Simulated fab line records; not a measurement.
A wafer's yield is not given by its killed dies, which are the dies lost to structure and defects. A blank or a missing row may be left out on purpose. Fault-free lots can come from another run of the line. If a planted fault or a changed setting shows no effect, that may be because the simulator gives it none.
Split-lot trial    flow n5Finfet    on a route of 1938 steps: 7 lots, 21 wafers read

== THE SPLIT ==
At N5_BEOL_M0_SAQP_PECVD_96 (deposits a-Si from SiH4/He, target thk 45 nm, time 45.2 s), the setting timeS was moved away from the recipe's 45.2 s on 8 of the 21 wafers read, by -8.5% to +10.4%. For the rest of the wafers, this setting stayed at what the recipe calls for.

The reading comes from the split's own step.

== THE READING ==
a-Si_of_BEOL_M0_SAQP_PECVD_96.thkNm (the simulator's own value, which no gauge read), in nm, at N5_BEOL_M0_SAQP_PECVD_96 (deposits a-Si from SiH4/He, target thk 45 nm, time 45.2 s). No usual value for it is given in the file. Across the 13 wafers here that went through the recipe, the average is 44.8 nm and the standard deviation 0.46 nm.

wafer   tool, chamber at the split  timeS as run, s  against the recipe  a-Si_of_BEOL_M0_SAQP_PECVD_96.thkNm, nm  against lot-mates on the recipe
L077.1  pecvd-01, 0                 45.2             recipe              44.6                                     -
L077.2  pecvd-01, 1                 49.35            +9.2%               47                                       +2.6
L077.3  pecvd-01, 1                 45.2             recipe              44.2                                     -
L078.3  pecvd-03, 2                 47.34            +4.7%               46.8                                     +1.6
L078.4  pecvd-03, 2                 47.34            +4.7%               47.8                                     +2.6
L078.5  pecvd-03, 1                 45.2             recipe              45.2                                     -
L079.2  pecvd-03, 2                 41.35            -8.5%               40.8                                     -4.3
L079.4  pecvd-03, 2                 45.2             recipe              45                                       -
L079.5  pecvd-03, 0                 45.2             recipe              45.2                                     -
L080.3  pecvd-03, 0                 45.2             recipe              44.6                                     -
L080.4  pecvd-03, 1                 45.2             recipe              45.2                                     -
L080.5  pecvd-03, 0                 45.2             recipe              45                                       -
L091.4  pecvd-01, 1                 49.67            +9.9%               49.6                                     +4.0
L091.5  pecvd-01, 0                 45.2             recipe              45.6                                     -
L091.6  pecvd-01, 1                 49.67            +9.9%               49.2                                     +3.6
L094.2  pecvd-02, 0                 45.2             recipe              43.8                                     -
L094.3  pecvd-02, 0,1               45.2             recipe              44.6                                     -
L094.4  pecvd-02, 0,1               45.2             recipe              44.6                                     -
L095.2  pecvd-03, 2                 45.2             recipe              45                                       -
L095.3  pecvd-03, 1                 49.88            +10.4%              49.4                                     +4.4
L095.5  pecvd-03, 1                 49.88            +10.4%              49.6                                     +4.6
When a row names more than one chamber, that row covers several wafers, and the file does not tell which wafer ran in which chamber.

THE FIT
A straight line over all 21 wafers: a-Si_of_BEOL_M0_SAQP_PECVD_96.thkNm changes by +0.435 nm for each +1% of timeS; r = +0.96; the points scatter about the line by 0.62 nm.
The same after taking each lot's own level away (the mean of its wafers on the recipe; 21 wafers): +0.414 nm for each +1%; r = +0.98; scatter 0.43 nm.
The reading moves by 4.3 nm for the largest change in timeS, on that fit.
From 44.33 to 45.60 nm: that is the span of the lots' own levels, equal to 2.8 times the standard deviation above.
Consequently the slope shifts little with the lot-to-lot level, the two slopes agreeing.
Check: for one of the wafers moved furthest among these (+10.4%), held out of the fit, the line's prediction against its lot-mates is +4.15 nm. It came out at +4.4 nm against them.

== THESE WAFERS: OTHER SPLITS ==
Other splits were also applied to these wafers ahead of the reading. Each is held against what the fit with the lots' levels taken away leaves over:
other split on the same wafers              wafers away from the commonest value  r with a-Si_of_BEOL_M0_SAQP_PECVD_96.thkNm (lot level and that fit taken away)
N5_HKMG_FIN_HK_ALD_01 aldCycles             8                                     +0.37
N5_GATE_CUT_ETCH_58 biasW                   10                                    -0.54
N5_GATE_CUT_COAT_27 spinRpm                 3                                     +0.01
N5_MOL_CONTACT_COAG_SPUTTER_143 targetThkA  5                                     -0.10
N5_MOL_CONTACT_COAG_PECVD_31 timeS          8                                     -0.04
N5_MOL_CONTACT_COAG_EXPOSE_81 doseMj        8                                     +0.03

== THE FILE'S OWN FIT ==
a-Si_of_BEOL_M0_SAQP_PECVD_96.thkNm changes by +0.402 nm for each +1% of timeS, r = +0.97.
